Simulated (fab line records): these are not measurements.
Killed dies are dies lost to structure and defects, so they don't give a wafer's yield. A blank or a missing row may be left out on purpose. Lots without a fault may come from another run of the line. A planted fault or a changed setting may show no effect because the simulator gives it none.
Comparing a struck lot with a sound one || flow n5 finfet || 36 steps out of a route of 1938
Sound: wafers L425.2, L425.3, L425.6. The struck wafers were L430.4, L430.5, L430.6. The cause is given at the end.
Each step with rows lists, per side, the tool, then ch with its chambers, then its first start. Under that, the readings that differ: sound wafers || struck wafers || difference of the means || sigmas: that difference in standard deviations of wafers without a fault.
alike: a reading whose means differ by less than 2 such deviations, as well as words and numbers matching on both sides. not compared: withheld readings; readings where some wafer has no value; bounds like >300 that might hide an equal value; numbers whose values overlap and for which the record gives no deviation.
A row with sigmas, a row that says differs or no value, or rows on one side alone: a step with any of these is where the two part. Non-overlapping numbers with no deviation appear without sigmas and do not part them. A reading that every wafer of one side lacks parts them only if that side has two wafers or more.

first, 10 steps without rows for these wafers: N5_DUMMY_GATE_ETCH_44 (etches poly-Si in HBr/O2, stops on SiO2, target depth 127.5 nm); N5_DUMMY_GATE_ETCH_42 (etches SiO2 in CHF3/O2, target depth 3.5 nm, time 31 s); N5_DUMMY_GATE_STRIP_48 (strips in N2/H2, time 20 s); N5_DUMMY_GATE_PRECLEAN_33 (cleans in dHF, time 10 s); N5_DUMMY_GATE_PRECLEAN_25 (cleans in O3/DIW, time 45 s); N5_DUMMY_GATE_PRECLEAN_51 (cleans in SC2, time 45 s); N5_DUMMY_GATE_SRD_26 (time 30 s); N5_DUMMY_GATE_UV_OZONE_45 (time 120 s); N5_SPACER0_ALD_07 (deposits SiNx, target thk 2 nm); N5_SPACER0_ALD_00 (deposits SiOCN, target thk 3.5 nm, pulse time 3 s, purge time 2 s).
N5_SPACER0_ALD_08: deposits SiNx, target thk 2 nm.
  sound on ald sin-04 ch 0,1,2, day 4 12:40; struck on ald sin-01 ch 0,1,3, day 5 20:39
  alike: heater power w
then, 24 steps without rows for these wafers: N5_SD_EPI_N_COAT_32 (time 60 s, resist thk 350 nm); N5_SD_EPI_N_COAT_33 (time 60 s, resist thk 35 nm); N5_SD_EPI_N_COAT_03 (resist thk 150 nm); N5_SD_EPI_N_EBR_05; N5_SD_EPI_N_SOFTBAKE_04 (time 60 s); N5_SD_EPI_N_EXPOSE_06 (exposes mask SD N BLK, target cd 120 nm); N5_SD_EPI_N_PEB_07 (peb time 60 s); N5_SD_EPI_N_DEVELOP_08 (develop time 30 s); N5_SD_EPI_N_DESCUM_14 (chemistry O2, time 7.9 s); N5_SD_EPI_N_ETCH_34 (etches SiARC in CF4, target depth 45.5 nm, time 75.8 s); N5_SD_EPI_N_ETCH_35 (etches SOC in N2/H2, overetch 108 nm, time 486 s); N5_SD_EPI_N_STRIP_36 (strips in N2/H2); N5_SD_EPI_N_ETCHBACK_44 (etches SiNx in CH3F/O2, stops on SiO2, target depth 14.5 nm); N5_SD_EPI_N_ETCH_45 (etches SiOCN in CH3F/O2, target depth 6 nm); N5_SD_EPI_N_ETCH_16 (etches SiO2 in CHF3/O2, target depth 5 nm); N5_SD_EPI_N_STRIP_47 (strips in CHF3/O2); N5_SD_EPI_N_SD_RECESS_17 (chemistry HBr/Cl2/O2, target depth 41 nm, time 23.7 s, bt time 3 s); N5_SD_EPI_N_STRIP_38 (strips in N2/H2); N5_SD_EPI_N_WET_ETCH_43 (etches SiO2 in dHF, time 14 s, target depth 1.5 nm); N5_SD_EPI_N_STRIP_18 (strips in SPM, time 750 s); N5_SD_EPI_N_SRD_20 (time 30 s); N5_SD_EPI_N_PRECLEAN_48 (cleans in NF3:NH3, afs cycles 2, time 20 s, sublimation time 60 s); N5_SD_EPI_N_VAPOR_ETCH_50 (etches Si in HCl, time 54 s); N5_SD_EPI_N_EPI_21 (deposits Si:P, time 690 s).
-- record jumps: 9 days separate the struck wafers' starts on either side; left off in module SD_EPI_N, taken up again in module PASSIVATION, whose first shown step is the route's number 1936 --
N5_PASSIVATION_PROBE_49:
  struck on prober-01, day 14 16:13; sound on prober-02, day 13 11:21
{"reading": "killed at front end", "sound": "34 53 43", "struck": "53 66 81", "difference": "+23", "sigmas": "+2"}
{"reading": "killed on rim", "sound": "11 15 14", "struck": "45 42 55", "difference": "+34", "sigmas": "+9"}
  alike: defect limited yield, killed_at_M0_to_M3, killed_at_M4_up, killed at contacts, killed at other, killed dies, killed open, killed short, sort_bin_5_function, sort_bin_6_memory, sort_bin_8_speed, sort n pass, sort yield pct

WHERE THEY PART
N5_PASSIVATION_PROBE_49 only, going by this record.

WHY: what the simulator had put in
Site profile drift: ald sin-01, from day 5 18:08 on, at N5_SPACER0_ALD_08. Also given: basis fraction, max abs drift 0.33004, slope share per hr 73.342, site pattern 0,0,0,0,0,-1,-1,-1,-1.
